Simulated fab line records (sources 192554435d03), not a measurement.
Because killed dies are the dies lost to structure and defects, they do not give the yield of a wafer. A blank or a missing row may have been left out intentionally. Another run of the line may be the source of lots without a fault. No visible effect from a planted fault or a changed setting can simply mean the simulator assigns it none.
fab line records    flow n5-finfet
record lots=9  wafers=27  last-day=17
route steps=1938 shown FIN_SAQP@114 BEOL_M4@1111 PASSIVATION@1936
lots with no fault: from the same line, run without faults
start-h: start of the lot's first displayed wafer, in hours after the record's first day    wait-h: hours elapsed since this lot's preceding step    " unchanged from the row above    L1.1+2: one row covering several wafers at once    - no value, or no start given    * or withheld: withheld    < > ~ a bound
route shown NAME@n: NAME is a module with steps in the file, n the number in the route of the first one    usual: the fault-free wafers' mean and standard deviation    same: alike in all rows    chamber/n: place in a boat    sites: the reading at each site    _std_site: their standard deviation    _edge_site: mean of outer sites minus mean of inner sites    radius-mm: how far each site lies from the wafer's centre    mask NAME#n: copy n    behind: the tool/chamber that last shaped the wafer    hold: what put the lot on hold/how long, in hours/how the hold closed    device: which transistor (n, p or np) failed to switch    end of line: at the end of the route, the tests of the same wafers    a step with no rows: only its recipe    killed: not the wafer's yield, but the dies lost to structure and defects at the first sort    map: dies across one wafer; x = killed, . = not, _ = none there
set.NAME: the setting the step ran with; set.NAME@STEP: the setting that earlier step ran with    model.NAME: the simulator's own value behind a step, which no gauge read
a sample of lots followed through the steps of the route, with each step as a table and each wafer as a row
services: a tool's chamber out of use, with start hour (start-h, from the record's first day; less than 0 if before it), hours out, and reason
## steps
# step N5_FIN_SAQP_DESCUM_21
# recipe chemistry=O2  time-s=7.9  source-power-w=50  bias-power-w=20  pressure-mtorr=20  rf-frequency-hz=2.712e+07  temp-c=40  resist=CAR-ArF  o2-flow-sccm=225
# usual drypump-motor-current-A=5.6/0.49  oes-product-au=0.79/0.097  rf-vpp-V=243.2/1.5  showerhead-plenum-p-Torr=2.10/0.074  throttle-valve-pct=20.48/0.29
lot.wafer  tool         chamber  start-h  wait-h  drypump-motor-current-A  oes-product-au  rf-hours-counter-h  rf-vpp-V  showerhead-plenum-p-Torr  throttle-valve-pct
L781.1     rie-diel-01  0        23.48    0.0     4.7                      0.78            149                 243.6     2.07                      20.11
L781.4     "            1        "        "       5.0                      0.78            -                   241.8     2.04                      20.97
L781.6     "            0        "        "       4.7                      0.77            -                   241.5     2.07                      20.10
L783.1     rie-diel-01  1        34.76    0.2     5.0                      0.76            119                 242.0     2.04                      20.97
L783.3     "            2        "        "       6.2                      0.71            204                 243.2     2.15                      20.53
L783.5     "            2        "        "       6.2                      0.72            -                   243.5     2.15                      20.53
L786.1     rie-diel-01  1        51.89    0.0     5.0                      0.76            127                 243.2     2.04                      20.98
L786.2     "            0        "        "       4.7                      0.77            151                 242.9     2.07                      20.10
L786.4     "            2        "        "       6.2                      0.71            213                 245.2     2.15                      20.55
L794.1     rie-diel-01  2        100.38   0.0     6.2                      0.70            233                 243.4     2.14                      20.56
L794.2     "            3        "        "       5.4                      0.95            10                  241.3     2.04                      20.15
L794.5     "            0        "        "       4.7                      0.75            -                   245.0     2.07                      20.15
L797.2     rie-diel-06  0        117.86   0.0     5.7                      0.88            35                  246.9     2.23                      20.19
L797.5     "            2        "        "       5.6                      0.72            -                   242.1     2.17                      20.86
L797.6     "            0        "        "       5.7                      0.89            -                   246.1     2.23                      20.20
L798.1     rie-diel-01  2        124.35   0.0     6.2                      0.69            241                 245.2     2.14                      20.58
L798.4     "            1        "        "       5.0                      0.74            157                 241.3     2.03                      21.02
L798.5     "            2        "        "       6.2                      0.69            -                   244.6     2.14                      20.58
L800.1     rie-diel-01  1        136.47   0.0     5.0                      0.74            161                 241.5     2.03                      21.03
L800.3     "            3        "        "       5.4                      0.92            22                  242.8     2.03                      20.17
L800.4     "            2        "        "       6.2                      0.69            246                 246.2     2.14                      20.57
L802.1     rie-diel-02  2        148.06   0.0     5.8                      0.92            10                  243.9     2.14                      20.26
L802.2     "            3        "        "       6.1                      0.69            250                 242.3     2.04                      20.61
L802.3     "            1        "        "       6.4                      0.79            140                 241.2     2.03                      20.30
L803.1     rie-diel-06  3        154.53   0.0     5.6                      0.83            81                  243.0     2.02                      20.46
L803.4     "            1        "        "       6.3                      0.97            8                   242.1     2.05                      20.11
L803.5     "            2        "        "       5.6                      0.72            -                   244.9     2.16                      20.88
# step N5_FIN_SAQP_RECESS_75
# recipe chemistry=HF/NH3  target=SiO2  target-depth-a=144  afs-cycles=3  temp-c=30  sublimation-temp-c=180  sublimation-time-s=60
# usual drypump-motor-current-A=6.15/0.21
# same afs-cycles=3
lot.wafer  tool           chamber  start-h  wait-h  drypump-motor-current-A
L781.1     vapor-etch-02  0        24.18    0.0     5.90
L781.4     "              1        "        "       6.42
L781.6     "              1        "        "       6.43
L783.1     vapor-etch-02  1        35.60    0.0     6.40
L783.3     "              1        "        "       6.40
L783.5     "              0        "        "       5.87
L786.1     vapor-etch-02  1        52.59    0.0     6.45
L786.2     "              0        "        "       5.88
L786.4     "              0        "        "       5.90
L794.1     vapor-etch-01  1        101.11   0.1     6.16
L794.2     "              0        "        "       6.02
L794.5     "              0        "        "       6.06
L797.2     vapor-etch-01  1        118.80   0.0     6.15
L797.5     "              1        "        "       6.16
L797.6     "              0        "        "       6.05
L798.1     vapor-etch-02  0        125.05   0.0     5.89
L798.4     "              1        "        "       6.47
L798.5     "              1        "        "       6.43
L800.1     vapor-etch-02  1        137.18   0.0     6.44
L800.3     "              0        "        "       5.87
L800.4     "              1        "        "       6.48
L802.1     vapor-etch-02  0        148.76   0.0     5.89
L802.2     "              1        "        "       6.46
L802.3     "              1        "        "       6.44
L803.1     vapor-etch-01  0        155.25   0.0     6.01
L803.4     "              0        "        "       6.03
L803.5     "              0        "        "       6.02
# step N5_FIN_SAQP_SPACER1_ALD_24
# recipe material=SiO2  target-thk-a=203  temp-c=300  ald-precursor-family=BDEAS  ald-co-reactant=O2-plasma  pulse-time-s=1  purge-time-s=2  co-reactant-purge-time-s=2  ald-cycles=218  pressure-torr=2
# usual heater-power-w=464/70  precursor-pulse-height-rel=0.999/0.02  susceptor-temp-C=300.02/0.19
lot.wafer  tool        chamber  start-h  wait-h  heater-power-w  precursor-pulse-height-rel  susceptor-temp-C
L781.1     ald-sin-03  2        24.70    0.4     591             0.997                       300.02
L781.4     "           3        "        "       527             1.016                       299.91
L781.6     "           1        "        "       625             1.030                       300.11
L783.1     ald-sin-01  0        35.99    0.3     434             0.970                       299.85
L783.3     "           2        "        "       544             0.992                       299.99
L783.5     "           3        "        "       478             0.979                       299.77
L786.1     ald-sin-01  2        53.36    0.7     546             1.010                       299.90
L786.2     "           1        "        "       389             0.999                       299.96
L786.4     "           3        "        "       474             1.006                       300.00
L794.1     ald-sin-04  0        101.49   0.3     455             1.023                       300.09
L794.2     "           3        "        "       439             1.006                       300.30
L794.5     "           1        "        "       386             0.975                       300.31
L797.2     ald-sin-01  1        119.18   0.3     409             0.981                       311.53
L797.5     "           2        "        "       614             0.987                       311.93
L797.6     "           3        "        "       520             0.968                       311.64
L798.1     ald-sin-03  2        125.44   0.3     550             1.002                       299.92
L798.4     "           2        "        "       534             0.995                       300.06
L798.5     "           0        "        "       379             0.979                       299.92
L800.1     ald-sin-01  3        137.56   0.3     524             1.014                       311.37
L800.3     "           2        "        "       605             1.004                       311.69
L800.4     "           0        "        "       487             1.015                       311.85
L802.1     ald-sin-04  1        149.33   0.4     395             0.980                       300.01
L802.2     "           2        "        "       399             0.976                       300.30
L802.3     "           3        "        "       442             0.982                       299.89
L803.1     ald-sin-03  3        155.63   0.3     502             0.977                       300.22
L803.4     "           1        "        "       633             1.018                       299.48
L803.5     "           2        "        "       540             1.015                       299.79
# step N5_FIN_SAQP_MANDREL_ETCH_58
# recipe chemistry=HBr/Cl2  target=a-Si  target-depth-a=450  bt-time-s=10  stop-on=SiNx  mask-material=SiO2  over-etch-frac=0.8  time-s=27  pressure-mtorr=10  icp-w=800  bias-w=75  HBr_flow_sccm=150  Cl2_flow_sccm=80  ends=end-point
# usual drypump-motor-current-A=5.5/0.33  he-backside-leak-sccm=2.8/0.41  oes-product-au=0.693/0.014  throttle-valve-pct=35.6/0.36
lot.wafer  tool       chamber  start-h  wait-h  drypump-motor-current-A  he-backside-leak-sccm  oes-product-au  rf-hours-counter-h  throttle-valve-pct
L781.1     rie-si-04  0        25.89    0.0     5.6                      2.7                    0.709           190                 35.4
L781.4     "          3        "        "       5.3                      3.0                    0.708           50                  35.4
L781.6     "          2        "        "       6.0                      3.3                    0.718           -                   35.8
L783.1     rie-si-01  1        37.21    0.0     5.9                      4.4                    0.675           109                 35.0
L783.3     "          0        "        "       5.2                      2.9                    0.712           43                  36.0
L783.5     "          2        "        "       5.4                      2.4                    0.712           -                   35.8
L786.1     rie-si-01  0        54.48    0.0     5.2                      2.8                    0.703           43                  36.0
L786.2     "          2        "        "       5.4                      2.4                    0.711           38                  35.8
L786.4     "          3        "        "       5.6                      2.5                    0.705           54                  35.3
L794.1     rie-si-05  1        102.64   0.0     4.8                      2.7                    0.683           7                   35.4
L794.2     "          2        "        "       5.7                      3.0                    0.682           91                  35.4
L794.5     "          2        "        "       5.7                      2.9                    0.682           -                   35.4
L797.2     rie-si-05  2        120.29   0.0     5.7                      2.6                    0.683           91                  35.4
L797.5     "          3        "        "       5.5                      2.4                    0.692           -                   35.7
L797.6     "          2        "        "       5.7                      2.7                    0.677           -                   35.4
L798.1     rie-si-05  1        126.54   0.0     4.8                      2.5                    0.683           8                   35.3
L798.4     "          0        "        "       5.6                      3.3                    0.698           176                 36.2
L798.5     "          3        "        "       5.5                      2.3                    0.694           -                   35.7
L800.1     rie-si-01  3        138.66   0.0     5.6                      2.6                    0.690           55                  35.3
L800.3     "          2        "        "       5.4                      2.5                    0.703           40                  35.8
L800.4     "          0        "        "       5.2                      2.9                    0.719           45                  36.0
L802.1     rie-si-05  3        150.52   0.0     5.4                      2.4                    0.675           86                  35.7
L802.2     "          2        "        "       5.7                      2.8                    0.668           92                  35.4
L802.3     "          0        "        "       5.6                      3.3                    0.682           177                 36.2
L803.1     rie-si-05  3        156.73   0.0     5.4                      2.4                    0.686           86                  35.7
L803.4     "          2        "        "       5.7                      2.9                    0.687           92                  35.4
L803.5     "          0        "        "       5.6                      3.1                    0.706           -                   36.2
# step N5_BEOL_M4_RC_MEAS_101
# usual DIBL_N=36.8/1.5  DIBL_P=37.1/2.1  IOFF_N=0.168/0.03  IOFF_P=0.22/0.034  ION_N=679/12  ION_P=466/8  SS_N=71.7/0.58  SS_P=73.5/0.67  VT_N=248.8/2.7  VT_P=-250/3.3
lot.wafer  tool       chamber  start-h  wait-h  DIBL_N[mV/V]  DIBL_P[mV/V]  IOFF_N[nA/um]  IOFF_P[nA/um]  ION_N[uA/um]  ION_P[uA/um]  SS_N[mV/dec]  SS_P[mV/dec]  VT_N[mV]  VT_P[mV]
L781.1     prober-02  0        156.19   0.0     38.6          39.9          0.204          0.24           683           463           73.2          74.1          247.3     -249
L781.4     "          0        "        "       34.9          35.0          0.135          0.17           662           455           71.3          73.5          250.8     -256
L781.6     "          0        "        "       38.5          39.9          0.213          0.25           679           466           71.6          74.3          244.0     -247
L783.1     prober-01  0        181.48   0.0     37.0          36.1          0.146          0.19           678           461           71.5          73.5          249.8     -253
L783.3     "          0        "        "       36.9          36.0          0.146          0.20           675           462           70.6          72.9          247.4     -249
L783.5     "          0        "        "       37.1          36.1          0.148          0.20           672           461           70.9          73.4          248.0     -250
L786.1     prober-01  0        185.76   0.0     37.7          38.3          0.187          0.26           678           467           72.6          74.2          247.7     -246
L786.2     "          0        "        "       39.2          37.7          0.213          0.24           680           460           72.9          73.9          248.0     -247
L786.4     "          0        "        "       34.7          33.1          0.126          0.17           667           458           71.5          73.1          252.7     -252
L794.1     prober-02  0        242.12   0.0     34.3          32.5          0.132          0.19           662           465           70.9          73.3          250.2     -251
L794.2     "          0        "        "       36.4          34.9          0.166          0.22           676           470           71.2          73.4          247.7     -250
L794.5     "          0        "        "       35.6          34.2          0.152          0.21           670           461           71.0          74.0          249.4     -250
L797.2     prober-01  0        262.98   0.2     37.2          37.4          0.178          0.23           690           467           71.8          72.4          245.2     -249
L797.5     "          0        "        "       38.1          38.0          0.182          0.25           689           470           71.6          73.9          247.6     -247
L797.6     "          0        "        "       35.6          35.5          0.146          0.20           683           468           70.7          72.7          251.3     -249
L798.1     prober-01  0        269.38   0.0     35.7          36.8          0.139          0.22           681           472           71.1          73.4          252.4     -251
L798.4     "          0        "        "       33.8          33.9          0.118          0.17           674           468           70.9          72.4          253.6     -252
L798.5     "          0        "        "       37.9          39.5          0.169          0.27           676           471           71.7          73.9          244.6     -246
L800.1     prober-01  0        275.70   0.0     36.0          37.5          0.143          0.21           670           462           72.4          74.4          250.8     -251
L800.3     "          0        "        "       36.6          37.5          0.163          0.20           677           460           72.0          73.6          247.4     -251
L800.4     "          0        "        "       33.2          33.1          0.102          0.15           651           451           71.3          72.1          255.1     -254
L802.1     prober-02  0        288.14   0.0     39.5          39.8          0.233          0.28           712           478           71.8          74.5          244.4     -247
L802.2     "          0        "        "       36.3          36.0          0.149          0.21           687           472           71.4          73.2          250.9     -249
L802.3     "          0        "        "       37.7          37.7          0.182          0.23           695           476           72.2          73.2          248.9     -250
L803.1     prober-02  0        296.59   0.0     33.4          33.0          0.126          0.19           679           469           71.3          72.9          252.8     -251
L803.4     "          0        "        "       34.7          34.8          0.147          0.22           681           472           71.5          73.4          252.4     -247
L803.5     "          0        "        "       36.5          36.2          0.164          0.26           678           474           72.4          73.0          248.7     -246
# step N5_PASSIVATION_PROBE_49
# usual defect-limited-yield=91.0/1.5  killed_at_M0_to_M3=34/11  killed_at_M4_up=14/5.3  killed-at-contacts=13/7  killed-at-front-end=41/13  killed-at-other=4/3.1  killed-dies=106/17  killed-open=70/12  killed-short=35/8  sort_bin_5_function=5.2/0.98  sort_bin_6_memory=3.4/0.69  sort-n-pass=1074/17  sort-yield-pct=91.0/1.5
# same gross-dies=1180  killed-at-back-side=0  sort_bin_4_leakage[%]=0  sort_bin_8_speed[%]=0
lot.wafer  tool       chamber  start-h  wait-h  defect-limited-yield[%]  killed_at_M0_to_M3  killed_at_M4_up  killed-at-contacts  killed-at-front-end  killed-at-other  killed-dies  killed-open  killed-short  sort_bin_5_function[%]  sort_bin_6_memory[%]  sort-n-pass  sort-yield-pct[%]
L800.1     prober-02  -        380.97   0.0     89.9                     40                  14               26                  30                   9                119          81           37            6.1                     3.2                   1061         89.9
# killed by level:class
L800.1 MOL_CONTACT_COAG:geometric-particle:open=23 BEOL_M0_SAQP:geometric-particle:open=13 FIN_SAQP:geometric-particle:short=11 BEOL_M0_SAQP:geometric-particle:short=10 BEOL_M1:geometric-particle:open=8 BEOL_M4:geometric-particle:open=7 FIN_SAQP:geometric-particle:open=5 GATE_CUT:geometric-particle:short=4
## services
tool           chamber  start-h  hours  kind
ald-sin-01     3        4.57     21.4   repair
ald-sin-03     0        9.27     5.2    repair
rie-diel-01    2        20.42    10.9   repair
rie-diel-01    0        24.21    21.6   repair
rie-si-04      2        27.55    11.5   repair
rie-diel-06    1        34.50    8.1    repair
vapor-etch-02  -        34.53    0.8    repair
rie-diel-01    1        38.11    1.3    repair
rie-diel-06    1        44.87    4.8    repair
vapor-etch-01  -        55.34    0.3    repair
rie-diel-01    3        59.97    1.7    repair
rie-diel-01    3        61.78    -      clean
rie-diel-01    3        61.78    -      consumable-replace:focus-ring
rie-diel-02    -        72.54    11.6   repair
ald-sin-03     -        85.32    14.0   pm
rie-si-04      -        86.73    2.8    pm
rie-si-04      0        96.68    7.0    repair
rie-diel-02    2        96.77    1.5    repair
rie-si-04      2        99.52    3.7    repair
vapor-etch-01  -        102.34   1.2    repair
vapor-etch-01  0        113.35   4.4    repair
ald-sin-04     -        115.62   1.8    repair
rie-diel-01    3        130.35   4.5    repair
rie-diel-01    -        148.96   0.1    repair
## key
first-sign step=N5_FIN_SAQP_SPACER1_ALD_24  reading=susceptor-temp-C  direction=up  sigmas=60  usual=*  struck=*
effect none on later readings
met-at N5_FIN_SAQP_SPACER1_ALD_24
struck-lots L797,L800
not-acting-at N5_FIN_SAQP_DESCUM_21,N5_FIN_SAQP_RECESS_75,N5_FIN_SAQP_MANDREL_ETCH_58
onset-between 53.36 119.18
fault kind=process-parameter-drift  tool=ald-sin-01  chamber=-  onset-h=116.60  steps=N5_FIN_SAQP_SPACER1_ALD_24  channel=temp-c  offset=*  shape=step  end-h=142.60  acts-in=*  stated=*
